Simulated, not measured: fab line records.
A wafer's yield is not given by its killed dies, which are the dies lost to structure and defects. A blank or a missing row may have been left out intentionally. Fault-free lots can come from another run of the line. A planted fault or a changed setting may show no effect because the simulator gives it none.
Chamber matching    flow n5_finfet    4 sister chambers for N5_BEOL_M10_DESCUM_16 on rie_diel-04
The step chemistry O2, time 7.9 s. 16 wafers are shown with their chamber, then 8 later ones without.

## WAFERS, EACH WITH ITS CHAMBER
wafer   chamber  showerhead_plenum_p_Torr (Torr)  drypump_motor_current_A (A)  throttle_valve_pct (%)
L078.1  3        2.15                             5.9                          20.84
L078.5  3        2.15                             6.0                          20.85
L078.6  0        2.04                             5.7                          20.49
L080.2  1        2.22                             6.4                          20.67
L080.3  0        2.04                             5.7                          20.50
L080.6  0        2.04                             5.7                          20.51
L082.1  1        2.22                             6.4                          20.68
L082.3  2        2.25                             5.9                          20.09
L082.6  1        2.22                             6.4                          20.68
L084.1  2        2.25                             5.9                          20.09
L084.5  0        2.04                             5.7                          20.52
L084.6  1        2.22                             6.4                          20.70
L086.1  3        2.14                             5.9                          20.41
L086.4  0        2.03                             5.7                          20.52
L086.5  3        2.14                             5.9                          20.41
L087.1  0        2.03                             5.7                          20.55

SIGNATURES, as means of the wafers listed above
reading                   chamber 0  chamber 1  chamber 2  chamber 3  scatter within a chamber
showerhead_plenum_p_Torr  2.0367     2.2200     2.2500     2.1450     0.00441
drypump_motor_current_A   5.700      6.400      5.900      5.925      0.025
throttle_valve_pct        20.5150    20.6825    20.0900    20.6275    0.126
Rule: a wafer lies at a distance from a chamber equal to the root of the sum of squares, over the readings, of (its reading less the chamber's mean, divided by the reading's scatter). The wafer belongs to the nearest chamber; if the next one is less than 2 further off, it can't be placed. The scatter: the root of (the sum of the squares of (reading less its chamber's mean) over the shown wafers, divided by (wafers less chambers)).

## WAFERS WHOSE CHAMBER IS MISSING
wafer   showerhead_plenum_p_Torr (Torr)  drypump_motor_current_A (A)  throttle_valve_pct (%)
L087.3  2.25                             5.9                          20.13
L087.5  2.03                             5.7                          20.54
L089.1  2.14                             5.9                          20.40
L089.3  2.25                             5.9                          20.12
L089.6  2.14                             6.0                          20.41
L094.4  2.21                             6.4                          20.74
L094.5  2.24                             5.9                          20.14
L094.6  2.14                             6.0                          20.46

## CHAMBER TAKEN BY EACH
wafer   from the rows above  in truth
L087.3  2                    2
L087.5  0                    0
L089.1  3                    3
L089.3  2                    2
L089.6  3                    3
L094.4  1                    1
L094.5  2                    2
L094.6  3                    3
8 of 8 placed correctly. Not placeable from these rows: 0. 0 placed wrongly.
